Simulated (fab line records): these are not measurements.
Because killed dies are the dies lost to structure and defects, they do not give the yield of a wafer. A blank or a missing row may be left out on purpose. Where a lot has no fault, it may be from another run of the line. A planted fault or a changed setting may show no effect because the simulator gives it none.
The tool behind it: which one? | flow n5Finfet | 29 wafers from 10 lots sampled at 3 of the route's 1938 steps

WHAT THE GAUGES SHOWED, per wafer
N5_BEOL_M11_THK_MEAS_01.
lot  | measured     | on           | M11_ILD_THK (nm)
L445 | day 11 21:14 | filmMetro-02 | 266 270 270
L447 | day 11 19:39 | filmMetro-01 | 271 269 270
L446 | day 11 21:23 | filmMetro-01 | 268 272 271
L448 | day 12 03:13 | filmMetro-01 | 266 263 267
L449 | day 12 03:49 | filmMetro-01 | 258 260
L457 | day 14 21:06 | filmMetro-02 | 269 263 394
L459 | day 15 07:20 | filmMetro-02 | 267 402 276
L461 | day 16 03:27 | filmMetro-01 | 264 264 265
L463 | day 16 06:31 | filmMetro-02 | 260 260 262
L465 | day 17 02:26 | filmMetro-02 | 264 272 268

WHICH TOOL RAN EACH LOT (tool, then ch and the chambers of the sampled wafers, then the start)
lot  | N5_BEOL_M10_DEP_56              | N5_BEOL_M11_ILD_DEP_00
L445 | pecvd-01 ch 0,2, day 11 20:29   | pecvd-03 ch 0,1, day 11 20:38
L447 | pecvd-02 ch 0,2, day 11 18:25   | pecvd-01 ch 0,2, day 11 18:35
L446 | pecvd-02 ch 0,1, day 11 20:37   | pecvd-01 ch 0,2, day 11 20:46
L448 | pecvd-01 ch 0,1,2, day 12 02:02 | pecvd-04 ch 0,1,2, day 12 02:11
L449 | pecvd-01 ch 0,1, day 12 03:05   | pecvd-04 ch 0,2, day 12 03:13
L457 | pecvd-01 ch 0,1,2, day 14 20:22 | pecvd-04 ch 0,1,2, day 14 20:31
L459 | pecvd-01 ch 0,1,2, day 15 06:37 | pecvd-04 ch 0,2, day 15 06:44
L461 | pecvd-02 ch 0,1,2, day 16 02:44 | pecvd-03 ch 0,1, day 16 02:52
L463 | pecvd-02 ch 1,2, day 16 05:47   | pecvd-03 ch 1,2, day 16 05:55
L465 | pecvd-02 ch 0,1,2, day 17 01:43 | pecvd-03 ch 0,1,2, day 17 01:51
- N5_BEOL_M10_DEP_56: deposits SiCN from 3MS/NH3, target thk 15 nm, time 26.5 s.
- N5_BEOL_M11_ILD_DEP_00: deposits SiCOH lowk from DEMS/porogen, target thk 308.51 nm, time 58 s.

THE ANSWER, worked out from the rows above alone
Rule: usual is defined by the lots themselves. Put in order of their means at a reading, lots are off if they are a third of the lots or fewer, leave a main group of 4 or more, and stand apart from it by a gap of 3 or more times the standard deviation of the main group's means; of several such gaps the widest counts. If all means in a main group match to the digits the tables above print for the reading, that group is not used. A lot without any number at a reading at which 4 lots or more have one is off too. The other lots that the step has rows for count as sound.
Off: L457, L459, seen at N5_BEOL_M11_THK_MEAS_01 (M11_ILD_THK). For the main group the mean is 266 nm and the standard deviation 4.
If a tool, at a process step before that reading, ran all the lots that are off and no sound lot after the first of them, it fits. Gauges at N5_BEOL_M11_THK_MEAS_01: tried the same way as those tools. Undecided on this evidence; 2 tools fit (pecvd-01 at N5_BEOL_M10_DEP_56, pecvd-04 at N5_BEOL_M11_ILD_DEP_00).

WHAT THE SIMULATOR HAD PUT IN
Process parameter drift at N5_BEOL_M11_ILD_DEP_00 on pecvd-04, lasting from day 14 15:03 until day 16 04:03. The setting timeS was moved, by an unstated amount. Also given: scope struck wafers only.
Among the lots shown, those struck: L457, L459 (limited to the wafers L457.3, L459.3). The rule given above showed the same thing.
